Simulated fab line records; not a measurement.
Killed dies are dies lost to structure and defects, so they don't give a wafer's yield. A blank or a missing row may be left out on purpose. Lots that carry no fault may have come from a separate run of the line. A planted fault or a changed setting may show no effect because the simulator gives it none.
fab line records ; flow n5-finfet ; part 1 of 2: steps 1 to 4 of 6
record lots=23; wafers=69; last-day=17
route steps=1938 shown BEOL_M13@1669 BEOL_M14@1728
lots with no fault: from the same line, run without faults
start-h: start of the lot's first displayed wafer, in hours after the record's first day ; wait-h: time in hours since the lot's previous step ; " the same as in the row above ; L1.1+2: a row that stands for several wafers ; - either no value or no given start ; * or withheld: withheld ; < > ~ a bound
route shown NAME@n: NAME is a module with steps in the file, n the number in the route of the first one ; usual: mean and standard deviation over wafers with no fault ; same: alike in all rows ; chamber/n: place in a boat ; sites: each site's reading ; _std_site: how widely they spread, as a standard deviation ; _edge_site: outer sites' mean less inner sites' ; radius-mm: how far each site lies from the wafer's centre ; mask NAME#n: copy n ; behind: the tool/chamber that last shaped the wafer ; hold: cause of the lot's hold/its duration in hours/its outcome ; device: whichever transistor did not switch (one of n, p or np) ; end of line: tests run on the same wafers once the route is complete ; step lacking rows: just its recipe ; killed: at the first sort, the dies lost to defects and structure; wafer yield is something else ; map: a wafer's dies, x killed, . not, _ none there
set.NAME: the setting as run; set.NAME@STEP: as run at that earlier step ; model.NAME: the simulator's own value behind a step, which no gauge read
route steps across a sampled set of lots; one table per step, one row per wafer
services: a tool's chamber out of use, with start hour (start-h, from the record's first day; less than 0 if before it), hours out, and reason
## steps
# step N5_BEOL_M13_CD_MEAS_10
# recipe target-cd-nm=190; landing-energy-ev=500; detector=se-inlens; polarity=opening
# usual cd-nm=189.3/1.4
lot.wafer;tool;chamber;start-h;wait-h;cd-nm
L074.1;cd-sem-01;0;231.78;-;186.9
L074.2;cd-sem-01;0;231.78;-;188.4
L074.3;cd-sem-01;0;231.78;-;187.0
L075.2;cd-sem-01;0;235.76;-;189.8
L075.3;cd-sem-01;0;235.76;-;189.1
L075.6;cd-sem-01;0;235.76;-;189.1
L077.1;cd-sem-03;0;247.31;-;187.0
L077.2;cd-sem-03;0;247.31;-;186.4
L077.5;cd-sem-03;0;247.31;-;186.5
L078.2;cd-sem-02;0;250.58;-;189.5
L078.4;cd-sem-02;0;250.58;-;189.7
L078.6;cd-sem-02;0;250.58;-;188.4
L079.1;cd-sem-01;0;264.43;-;190.0
L079.2;cd-sem-01;0;264.43;-;189.3
L079.4;cd-sem-01;0;264.43;-;189.5
L080.2;cd-sem-01;0;264.79;-;189.4
L080.3;cd-sem-01;0;264.79;-;189.4
L080.6;cd-sem-01;0;264.79;-;190.3
L082.2;cd-sem-01;0;278.69;-;188.5
L082.3;cd-sem-01;0;278.69;-;190.4
L082.6;cd-sem-01;0;278.69;-;188.8
L083.3;cd-sem-01;0;279.89;-;187.4
L083.4;cd-sem-01;0;279.89;-;185.7
L083.5;cd-sem-01;0;279.89;-;187.4
L081.1;cd-sem-03;0;283.76;-;187.4
L081.3;cd-sem-03;0;283.76;-;188.0
L081.6;cd-sem-03;0;283.76;-;187.8
L084.1;cd-sem-03;0;293.98;-;189.4
L084.2;cd-sem-03;0;293.98;-;189.0
L084.4;cd-sem-03;0;293.98;-;188.8
L086.2;cd-sem-02;0;296.03;-;192.0
L086.3;cd-sem-02;0;296.03;-;189.8
L086.4;cd-sem-02;0;296.03;-;190.7
L085.1;cd-sem-02;0;307.10;-;191.0
L085.4;cd-sem-02;0;307.10;-;189.5
L085.5;cd-sem-02;0;307.10;-;190.0
L087.4;cd-sem-02;0;307.39;-;191.8
L087.5;cd-sem-02;0;307.39;-;190.3
L087.6;cd-sem-02;0;307.39;-;191.4
L088.2;cd-sem-02;0;311.36;-;188.2
L088.4;cd-sem-02;0;311.36;-;188.5
L088.6;cd-sem-02;0;311.36;-;188.0
L089.2;cd-sem-02;0;314.35;-;189.1
L089.3;cd-sem-02;0;314.35;-;189.1
L089.6;cd-sem-02;0;314.35;-;189.6
L090.4;cd-sem-02;0;333.24;-;189.6
L090.5;cd-sem-02;0;333.24;-;188.5
L090.6;cd-sem-02;0;333.24;-;188.7
L091.1;cd-sem-02;0;337.18;-;187.5
L091.4;cd-sem-02;0;337.18;-;188.1
L091.5;cd-sem-02;0;337.18;-;188.8
L092.1;cd-sem-02;0;343.42;-;190.8
L092.2;cd-sem-02;0;343.42;-;190.7
L092.4;cd-sem-02;0;343.42;-;190.1
L093.1;cd-sem-02;0;349.67;-;192.4
L093.3;cd-sem-02;0;349.67;-;191.1
L093.4;cd-sem-02;0;349.67;-;190.8
L094.4;cd-sem-02;0;355.26;-;189.8
L094.5;cd-sem-02;0;355.26;-;190.6
L094.6;cd-sem-02;0;355.26;-;189.1
L095.2;cd-sem-01;0;355.92;-;189.1
L095.3;cd-sem-01;0;355.92;-;190.7
L095.5;cd-sem-01;0;355.92;-;190.1
L097.3;cd-sem-01;0;369.60;-;190.1
L097.4;cd-sem-01;0;369.60;-;189.2
L097.6;cd-sem-01;0;369.60;-;190.0
L096.1;cd-sem-02;0;378.00;-;189.9
L096.2;cd-sem-02;0;378.00;-;189.3
L096.3;cd-sem-02;0;378.00;-;188.3
# step N5_BEOL_M13_ETCH_67
# recipe chemistry=CF4; target=SiARC; target-depth-a=1430; time-s=238.3; ion-energy-ev=80; pressure-mtorr=40; source-w=545; bias-w=36; Ar_flow_sccm=100; cf4-flow-sccm=100; ends=cleared
# usual bias-w=36.01/0.11; drypump-motor-current-A=5.74/0.26; etch-rf-on-time-s=235/6.9; oes-product-au=0.65/0.065; rf-vpp-V=184.0/1.2; showerhead-plenum-p-Torr=2.14/0.067; throttle-valve-pct=15.71/0.22
lot.wafer;tool;chamber;start-h;wait-h;bias-w;drypump-motor-current-A;etch-rf-on-time-s;oes-product-au;rf-hours-counter-h;rf-vpp-V;showerhead-plenum-p-Torr;throttle-valve-pct
L074.1;rie-diel-03;3;233.35;0.0;35.86;5.22;231;0.63;195;183.7;2.14;15.76
L074.2;rie-diel-03;0;233.35;0.0;35.99;5.40;237;0.60;215;182.9;2.12;15.81
L074.3;rie-diel-03;1;233.35;0.0;35.99;6.24;230;0.61;208;183.8;2.05;15.87
L075.2;rie-diel-06;2;236.92;0.0;35.95;5.52;245;0.58;225;182.8;2.11;15.60
L075.3;rie-diel-06;1;236.92;0.0;36.06;5.92;245;0.62;188;183.7;2.22;15.80
L075.6;rie-diel-06;1;236.92;0.0;35.97;5.92;243;0.62;-;184.2;2.22;15.79
L077.1;rie-diel-05;3;248.84;0.0;36.00;6.12;246;0.73;36;185.7;2.26;15.65
L077.2;rie-diel-05;2;248.84;0.0;36.04;5.60;227;0.73;68;184.8;2.17;15.46
L077.5;rie-diel-05;3;248.84;0.0;35.99;6.15;246;0.73;-;185.7;2.26;15.64
L078.2;rie-diel-05;1;252.81;0.0;35.95;5.74;238;0.61;187;184.1;2.13;15.42
L078.4;rie-diel-05;2;252.81;0.0;36.07;5.57;227;0.73;69;183.9;2.17;15.46
L078.6;rie-diel-05;3;252.81;0.0;35.97;6.12;245;0.72;-;184.1;2.26;15.66
L079.1;rie-diel-05;2;265.91;0.0;35.95;5.58;225;0.74;72;186.5;2.17;15.48
L079.2;rie-diel-05;3;265.91;0.0;35.79;6.15;242;0.72;41;185.4;2.26;15.67
L079.4;rie-diel-05;1;265.91;0.0;36.06;5.73;236;0.61;190;183.7;2.13;15.41
L080.2;rie-diel-03;1;266.20;0.0;36.15;6.22;235;0.59;221;182.6;2.04;15.89
L080.3;rie-diel-03;0;266.20;0.0;36.17;5.37;240;0.59;228;184.0;2.12;15.83
L080.6;rie-diel-03;3;266.20;0.0;35.88;5.22;234;0.62;-;184.0;2.13;15.78
L082.2;rie-diel-05;0;279.88;0.0;35.93;5.83;225;0.65;178;180.9;2.06;16.00
L082.3;rie-diel-05;3;279.88;0.0;35.93;6.14;245;0.71;45;187.1;2.26;15.68
L082.6;rie-diel-05;0;279.88;0.0;35.76;5.82;226;0.64;-;183.5;2.06;15.98
L083.3;rie-diel-03;0;281.08;0.0;35.97;5.41;239;0.59;232;181.7;2.11;15.84
L083.4;rie-diel-03;3;281.08;0.0;35.83;5.26;231;0.63;214;182.6;2.13;15.79
L083.5;rie-diel-03;1;281.08;0.0;35.97;6.23;231;0.60;-;183.8;2.04;15.91
L081.1;rie-diel-06;1;285.18;0.0;35.94;5.87;242;0.61;204;184.0;2.22;15.84
L081.3;rie-diel-06;0;285.18;0.0;36.08;5.83;237;0.61;181;183.1;2.14;15.94
L081.6;rie-diel-06;0;285.18;0.0;36.09;5.83;238;0.61;-;182.8;2.14;15.94
L084.1;rie-diel-05;1;295.48;0.0;36.03;5.74;237;0.60;199;184.5;2.12;15.44
L084.2;rie-diel-05;3;295.48;0.0;36.07;6.11;247;0.70;50;184.5;2.26;15.68
L084.4;rie-diel-05;0;295.48;0.0;36.24;5.84;225;0.64;183;183.4;2.06;16.00
L086.2;rie-diel-06;3;297.26;0.0;36.00;5.81;237;0.73;73;183.6;2.16;15.74
L086.3;rie-diel-06;0;297.26;0.0;36.10;5.82;240;0.60;185;185.4;2.14;15.95
L086.4;rie-diel-06;1;297.26;0.0;35.90;5.91;247;0.60;207;184.6;2.22;15.84
L085.1;rie-diel-06;1;308.18;0.0;35.88;5.92;238;0.61;211;185.2;2.21;15.84
L085.4;rie-diel-06;0;308.18;0.0;36.11;5.84;238;0.61;188;184.4;2.14;15.96
L085.5;rie-diel-06;1;308.18;0.0;35.82;5.90;241;0.61;-;183.4;2.21;15.85
L087.4;rie-diel-06;3;308.73;0.0;35.97;5.80;233;0.72;77;185.1;2.16;15.76
L087.5;rie-diel-06;3;308.73;0.0;35.89;5.80;233;0.72;-;184.8;2.16;15.76
L087.6;rie-diel-06;2;308.73;0.0;36.11;5.51;246;0.56;-;184.4;2.11;15.65
L088.2;rie-diel-03;2;312.60;0.0;36.05;5.53;233;0.73;36;185.8;2.27;15.48
L088.4;rie-diel-03;1;312.60;0.0;35.89;6.22;227;0.60;235;182.1;2.04;15.92
L088.6;rie-diel-03;1;312.60;0.0;35.89;6.24;227;0.59;-;182.5;2.04;15.93
L089.2;rie-diel-05;0;315.57;0.0;35.96;5.83;226;0.63;190;182.7;2.06;16.02
L089.3;rie-diel-05;2;315.57;0.0;36.21;5.55;225;0.72;84;184.6;2.16;15.49
L089.6;rie-diel-05;2;315.57;0.0;36.10;5.58;224;0.72;-;184.2;2.16;15.49
L090.4;rie-diel-05;3;334.46;0.0;36.13;6.13;248;0.69;60;186.7;2.26;15.70
L090.5;rie-diel-05;1;334.46;0.0;35.85;5.71;239;0.59;-;184.7;2.12;15.47
L090.6;rie-diel-05;0;334.46;0.0;36.06;5.83;231;0.62;-;182.6;2.06;16.02
L091.1;rie-diel-05;0;338.50;0.0;36.21;5.86;226;0.62;198;182.0;2.05;16.02
L091.4;rie-diel-05;3;338.50;0.0;35.99;6.08;243;0.70;61;184.7;2.26;15.70
L091.5;rie-diel-05;1;338.50;0.0;36.17;5.71;239;0.59;-;184.4;2.12;15.47
L092.1;rie-diel-06;2;344.54;0.0;36.10;5.52;247;0.83;4;184.6;2.10;15.15
L092.2;rie-diel-06;1;344.54;0.0;36.07;5.91;246;0.59;224;185.9;2.21;15.86
L092.4;rie-diel-06;0;344.54;0.0;35.92;5.83;237;0.60;201;183.7;2.13;15.96
L093.1;rie-diel-03;2;350.74;0.0;35.94;5.46;236;0.72;47;185.5;2.27;15.50
L093.3;rie-diel-03;3;350.74;0.0;36.23;5.24;233;0.60;234;184.2;2.13;15.81
L093.4;rie-diel-03;1;350.74;0.0;35.95;6.23;230;0.59;-;182.8;2.03;15.94
L094.4;rie-diel-05;2;356.49;0.0;36.20;5.56;229;0.70;96;183.4;2.16;15.51
L094.5;rie-diel-05;1;356.49;0.0;36.12;5.70;241;0.59;-;185.4;2.12;15.50
L094.6;rie-diel-05;0;356.49;0.0;36.01;5.82;230;0.62;-;182.7;2.05;16.04
L095.2;rie-diel-06;2;357.31;0.0;35.80;5.52;247;0.82;7;182.7;2.10;15.14
L095.3;rie-diel-06;1;357.31;0.0;36.14;5.92;241;0.60;226;185.8;2.21;15.88
L095.5;rie-diel-06;3;357.31;0.0;35.88;5.77;231;0.72;-;182.4;2.16;15.79
L097.3;rie-diel-03;3;370.66;0.0;35.84;5.23;234;0.60;243;184.2;2.12;15.86
L097.4;rie-diel-03;2;370.66;0.0;36.08;5.51;234;0.72;-;185.7;2.26;15.52
L097.6;rie-diel-03;3;370.66;0.0;36.07;5.24;234;0.60;-;183.2;2.12;15.85
L096.1;rie-diel-05;2;379.14;0.0;36.15;5.55;225;0.70;102;183.2;2.16;15.52
L096.2;rie-diel-05;1;379.14;0.0;36.28;5.75;239;0.59;225;184.7;2.11;15.50
L096.3;rie-diel-05;3;379.14;0.0;35.95;6.09;242;0.69;72;185.5;2.25;15.73
# step N5_BEOL_M14_INSPECT_12
# recipe mode=adi; inspect-instrument=macro
# usual raw-defect-count=2.2/1.4
lot.wafer;tool;chamber;start-h;wait-h;raw-defect-count
L074.1;defect-inspect-01;-;237.47;0.0;1
L074.2;defect-inspect-01;-;237.47;0.0;2
L074.3;defect-inspect-01;-;237.47;0.0;4
L075.2;defect-inspect-01;-;240.89;0.0;1
L075.3;defect-inspect-01;-;240.89;0.0;1
L075.6;defect-inspect-01;-;240.89;0.0;1
L077.1;defect-inspect-01;-;251.97;0.0;1
L077.2;defect-inspect-01;-;251.97;0.0;2
L077.5;defect-inspect-01;-;251.97;0.0;5
L078.2;defect-inspect-02;-;256.62;0.0;3
L078.4;defect-inspect-02;-;256.62;0.0;2
L078.6;defect-inspect-02;-;256.62;0.0;3
L079.1;defect-inspect-02;-;270.03;0.0;3
L079.2;defect-inspect-02;-;270.03;0.0;1
L079.4;defect-inspect-02;-;270.03;0.0;3
L080.2;defect-inspect-01;-;270.46;0.0;3
L080.3;defect-inspect-01;-;270.46;0.0;3
L080.6;defect-inspect-01;-;270.46;0.0;1
L082.2;defect-inspect-02;-;284.98;0.0;2
L082.3;defect-inspect-02;-;284.98;0.0;2
L082.6;defect-inspect-02;-;284.98;0.0;3
L083.3;defect-inspect-01;-;285.51;0.0;0
L083.4;defect-inspect-01;-;285.51;0.0;1
L083.5;defect-inspect-01;-;285.51;0.0;1
L081.1;defect-inspect-02;-;288.44;0.0;4
L081.3;defect-inspect-02;-;288.44;0.0;4
L081.6;defect-inspect-02;-;288.44;0.0;2
L084.1;defect-inspect-01;-;298.76;0.0;3
L084.2;defect-inspect-01;-;298.76;0.0;1
L084.4;defect-inspect-01;-;298.76;0.0;1
L086.2;defect-inspect-02;-;301.80;0.0;2
L086.3;defect-inspect-02;-;301.80;0.0;1
L086.4;defect-inspect-02;-;301.80;0.0;5
L085.1;defect-inspect-02;-;314.59;0.0;4
L085.4;defect-inspect-02;-;314.59;0.0;3
L085.5;defect-inspect-02;-;314.59;0.0;0
L087.4;defect-inspect-02;-;314.88;0.0;3
L087.5;defect-inspect-02;-;314.88;0.0;3
L087.6;defect-inspect-02;-;314.88;0.0;1
L088.2;defect-inspect-01;-;318.04;0.0;5
L088.4;defect-inspect-01;-;318.04;0.0;1
L088.6;defect-inspect-01;-;318.04;0.0;3
L089.2;defect-inspect-01;-;318.82;0.0;3
L089.3;defect-inspect-01;-;318.82;0.0;3
L089.6;defect-inspect-01;-;318.82;0.0;1
L090.4;defect-inspect-01;-;337.52;0.0;3
L090.5;defect-inspect-01;-;337.52;0.0;1
L090.6;defect-inspect-01;-;337.52;0.0;2
L091.1;defect-inspect-01;-;341.69;0.0;4
L091.4;defect-inspect-01;-;341.69;0.0;2
L091.5;defect-inspect-01;-;341.69;0.0;1
L092.1;defect-inspect-01;-;350.99;0.0;3
L092.2;defect-inspect-01;-;350.99;0.0;1
L092.4;defect-inspect-01;-;350.99;0.0;1
L093.1;defect-inspect-01;-;354.74;0.0;6
L093.3;defect-inspect-01;-;354.74;0.0;2
L093.4;defect-inspect-01;-;354.74;0.0;3
L094.4;defect-inspect-02;-;361.03;0.0;3
L094.5;defect-inspect-02;-;361.03;0.0;1
L094.6;defect-inspect-02;-;361.03;0.0;4
L095.2;defect-inspect-02;-;362.22;0.0;2
L095.3;defect-inspect-02;-;362.22;0.0;2
L095.5;defect-inspect-02;-;362.22;0.0;2
L097.3;defect-inspect-01;-;378.11;0.0;2
L097.4;defect-inspect-01;-;378.11;0.0;1
L097.6;defect-inspect-01;-;378.11;0.0;1
L096.1;defect-inspect-01;-;381.93;0.0;3
L096.2;defect-inspect-01;-;381.93;0.0;4
L096.3;defect-inspect-01;-;381.93;0.0;1
# step N5_BEOL_M14_STRIP_63
# recipe chemistry=O2; power-w=600; temp-c=60; pressure-mtorr=30; rf-frequency-hz=6e+07; bias-power-w=0; overash-fraction=0.3; o2-flow-sccm=225
# usual drypump-motor-current-A=5.9/0.39; oes-product-au=0.83/0.083; rf-vpp-V=3.6/0.84; showerhead-plenum-p-Torr=2.10/0.053; throttle-valve-pct=16.69/0.29
lot.wafer;tool;chamber;start-h;wait-h;drypump-motor-current-A;oes-product-au;rf-hours-counter-h;rf-vpp-V;showerhead-plenum-p-Torr;throttle-valve-pct
L074.1;rie-diel-01;2;-;-;6.5;0.90;23;4.8;2.13;16.32
L074.2;rie-diel-01;1;-;-;5.8;0.90;35;1.6;2.14;16.57
L074.3;rie-diel-01;0;-;-;5.9;0.71;235;3.6;2.00;17.18
L075.2;rie-diel-04;0;-;-;5.9;0.88;43;3.9;2.13;16.15
L075.3;rie-diel-04;1;-;-;6.6;0.80;85;4.2;2.03;16.63
L075.6;rie-diel-04;1;-;-;6.6;0.80;-;2.4;2.03;16.63
L077.1;rie-diel-04;0;-;-;5.9;0.89;48;5.1;2.13;16.19
L077.2;rie-diel-04;2;-;-;5.4;0.96;8;1.7;2.16;16.66
L077.5;rie-diel-04;1;-;-;6.6;0.81;-;4.2;2.03;16.63
L078.2;rie-diel-02;3;-;-;5.6;0.67;247;4.8;2.13;16.75
L078.4;rie-diel-02;0;-;-;5.9;0.73;192;3.9;2.09;16.94
L078.6;rie-diel-02;0;-;-;5.9;0.74;-;3.6;2.09;16.96
L079.1;rie-diel-02;2;-;-;6.0;0.80;122;2.4;2.12;16.50
L079.2;rie-diel-02;1;-;-;6.3;0.82;70;3.2;2.14;16.81
L079.4;rie-diel-02;0;-;-;5.9;0.73;-;4.6;2.09;16.96
L080.2;rie-diel-01;1;-;-;5.8;0.90;47;3.8;2.14;16.58
L080.3;rie-diel-01;2;-;-;6.5;0.90;35;4.2;2.12;16.29
L080.6;rie-diel-01;0;-;-;5.9;0.70;-;2.5;2.00;17.21
L082.2;rie-diel-01;1;-;-;5.8;0.89;53;3.9;2.14;16.60
L082.3;rie-diel-01;0;-;-;6.0;0.70;252;3.4;1.99;17.22
L082.6;rie-diel-01;2;-;-;6.4;0.89;-;4.3;2.12;16.35
L083.3;rie-diel-01;1;-;-;5.8;0.89;53;4.2;2.14;16.62
L083.4;rie-diel-01;2;-;-;6.5;0.88;-;4.6;2.12;16.35
L083.5;rie-diel-01;1;-;-;5.8;0.89;-;3.2;2.14;16.59
L081.1;rie-diel-04;0;-;-;5.9;0.84;62;3.0;2.12;16.20
L081.3;rie-diel-04;2;-;-;5.4;0.94;17;3.4;2.16;16.63
L081.6;rie-diel-04;2;-;-;5.4;0.92;-;3.5;2.16;16.68
L084.1;rie-diel-02;1;-;-;6.3;0.83;81;3.3;2.13;16.82
L084.2;rie-diel-02;0;-;-;5.9;0.73;209;2.9;2.08;16.99
L084.4;rie-diel-02;3;-;-;5.6;0.99;5;4.4;2.13;16.26
L086.2;rie-diel-04;2;-;-;5.4;0.93;22;2.4;2.16;16.70
L086.3;rie-diel-04;0;-;-;5.9;0.85;68;4.0;2.12;16.19
L086.4;rie-diel-04;3;-;-;5.2;0.92;20;3.2;2.04;16.74
L085.1;rie-diel-04;3;-;-;5.2;0.89;24;4.5;2.04;16.72
L085.4;rie-diel-04;2;-;-;5.4;0.91;25;5.0;2.16;16.67
L085.5;rie-diel-04;1;-;-;6.6;0.78;-;3.9;2.02;16.74
L087.4;rie-diel-01;3;-;-;5.6;0.75;175;4.1;2.10;17.10
L087.5;rie-diel-01;3;-;-;5.6;0.74;-;2.9;2.10;17.16
L087.6;rie-diel-01;2;-;-;6.5;0.85;-;3.1;2.11;16.39
L088.2;rie-diel-04;0;-;-;5.9;0.84;74;5.0;2.12;16.25
L088.4;rie-diel-04;2;-;-;5.4;0.91;27;3.0;2.16;16.71
L088.6;rie-diel-04;3;-;-;5.2;0.90;-;5.3;2.04;16.73
L089.2;rie-diel-04;3;-;-;5.2;0.89;26;2.8;2.04;16.74
L089.3;rie-diel-04;0;-;-;5.8;0.83;74;3.1;2.12;16.24
L089.6;rie-diel-04;2;-;-;5.4;0.91;-;2.7;2.16;16.70
L090.4;rie-diel-04;1;-;-;6.6;0.76;121;4.3;2.02;16.72
L090.5;rie-diel-04;0;-;-;5.9;0.83;-;2.9;2.12;16.23
L090.6;rie-diel-04;3;-;-;5.2;0.88;-;3.3;2.04;16.77
L091.1;rie-diel-02;2;-;-;6.0;0.76;147;2.1;2.11;16.51
L091.4;rie-diel-02;1;-;-;6.3;0.80;97;2.4;2.13;16.86
L091.5;rie-diel-02;2;-;-;6.0;0.76;-;2.6;2.11;16.54
L092.1;rie-diel-02;2;-;-;6.0;0.76;150;6.2;2.11;16.57
L092.2;rie-diel-02;1;-;-;6.3;0.79;99;3.8;2.12;16.83
L092.4;rie-diel-02;0;-;-;5.9;0.72;228;4.0;2.08;17.04
L093.1;rie-diel-02;3;-;-;5.6;0.92;24;4.5;2.12;16.32
L093.3;rie-diel-02;2;-;-;6.0;0.74;152;4.4;2.11;16.55
L093.4;rie-diel-02;0;-;-;5.9;0.71;229;4.3;2.08;17.02
L094.4;rie-diel-01;0;-;-;5.9;0.94;17;4.2;2.25;16.79
L094.5;rie-diel-01;1;-;-;5.8;0.86;-;3.3;2.12;16.64
L094.6;rie-diel-01;2;-;-;6.5;0.84;-;3.3;2.11;16.39
L095.2;rie-diel-02;2;-;-;6.0;0.75;154;4.6;2.11;16.55
L095.3;rie-diel-02;3;-;-;5.7;0.92;26;3.2;2.12;16.33
L095.5;rie-diel-02;1;-;-;6.2;0.79;-;4.0;2.12;16.83
L097.3;rie-diel-02;2;-;-;6.0;0.75;158;2.9;2.11;16.54
L097.4;rie-diel-02;3;-;-;5.6;0.91;31;4.0;2.12;16.33
L097.6;rie-diel-02;2;-;-;6.0;0.73;-;3.8;2.11;16.56
L096.1;rie-diel-01;3;-;-;5.6;0.74;197;3.3;2.10;17.14
L096.2;rie-diel-01;2;-;-;6.4;0.83;77;4.4;2.11;16.41
L096.3;rie-diel-01;1;-;-;5.8;0.82;91;3.9;2.12;16.66
